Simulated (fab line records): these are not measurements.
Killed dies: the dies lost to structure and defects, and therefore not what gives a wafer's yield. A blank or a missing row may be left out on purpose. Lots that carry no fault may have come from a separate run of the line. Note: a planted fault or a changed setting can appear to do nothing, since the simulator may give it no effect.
Which of the tools did it? + flow n5_finfet + Sampling: 8 lots, 23 wafers, 3 of 1938 route steps

## WHAT EACH GAUGE READ, for each wafer
N5_BEOL_M3_CD_MEAS_11 targets a cd of 17.05 nm.
| lot  | measured     | on        | cd_nm (nm)        |
|------|--------------|-----------|-------------------|
| L390 | day 8 07:58  | cd_sem-03 | 17.12 17.24 17.28 |
| L391 | day 8 08:13  | cd_sem-02 | 17.12 17.02       |
| L394 | day 8 19:54  | cd_sem-02 | 16.84 17.25 17.14 |
| L396 | day 10 01:13 | cd_sem-01 | 17.79 17.66 17.99 |
| L403 | day 10 22:03 | cd_sem-01 | 17.29 17.36 17.20 |
| L401 | day 11 05:49 | cd_sem-03 | 17.43 17.70 17.83 |
| L407 | day 12 12:45 | cd_sem-01 | 17.14 17.26 17.29 |
| L412 | day 13 18:35 | cd_sem-02 | 16.78 17.40 16.81 |

## EACH LOT AND THE TOOL THAT RAN IT (in order: tool; ch and the chambers of the sampled wafers; start)
| lot  | N5_BEOL_M2_CMP_52             | N5_BEOL_M3_EXPOSE_08              |
|------|-------------------------------|-----------------------------------|
| L390 | cmp-01 ch 0,1,2, day 8 03:20  | euv_scanner-02 ch 0, day 8 07:51  |
| L391 | cmp-01 ch 1,2, day 8 04:29    | euv_scanner-02 ch 0, day 8 08:05  |
| L394 | cmp-03 ch 0,3, day 8 16:24    | euv_scanner-02 ch 0, day 8 19:47  |
| L396 | cmp-01 ch 0,1,2, day 9 21:36  | euv_scanner-01 ch 0, day 10 01:05 |
| L403 | cmp-01 ch 0,1,2, day 10 20:25 | euv_scanner-02 ch 0, day 10 21:56 |
| L401 | cmp-02 ch 0,1,3, day 11 03:50 | euv_scanner-01 ch 0, day 11 05:41 |
| L407 | cmp-03 ch 0,1, day 12 10:01   | euv_scanner-02 ch 0, day 12 12:38 |
| L412 | cmp-03 ch 1,3, day 13 14:58   | euv_scanner-02 ch 0, day 13 18:28 |
- N5_BEOL_M2_CMP_52: polishes, stops on SiOC, t overpolish 6.8 s, target thk 40 nm.
- N5_BEOL_M3_EXPOSE_08: exposes mask M3.

## THE ANSWER, worked out from the rows above alone
Rule: what is usual is taken from the lots themselves. The widest of any qualifying gaps counts: lots, ordered by their means at a reading, are off when they make up no more than a third of the lots, leave a main group of 4 or more, and stand apart from it by 3 or more times the standard deviation of that group's means. A main group is skipped when, at the precision printed for the reading in the tables above, its means are all equal. A lot without any number at a reading at which 4 lots or more have one is off too. Any other lot the step has rows for is counted as sound.
Off, at N5_BEOL_M3_CD_MEAS_11 on cd_nm: L396, L401. For the main group the mean is 17.14 nm and the standard deviation 0.1.
A tool fits if, at a process step before that reading, it ran every lot that is off, and no sound lot after the first of them. Gauges at N5_BEOL_M3_CD_MEAS_11: tried the same way as those tools. One fits: N5_BEOL_M3_EXPOSE_08 on euv_scanner-01. It ran no sound lot before its first lot that is off in this sample, so the start can't be narrowed down.

## WHAT WAS PUT IN BY THE SIMULATOR
Drift in process parameters on euv_scanner-01 at N5_BEOL_M3_EXPOSE_08, starting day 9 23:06. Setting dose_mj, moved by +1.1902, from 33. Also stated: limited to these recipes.
Shown lots that were struck: L396, L401. This agrees with what the rule above found.
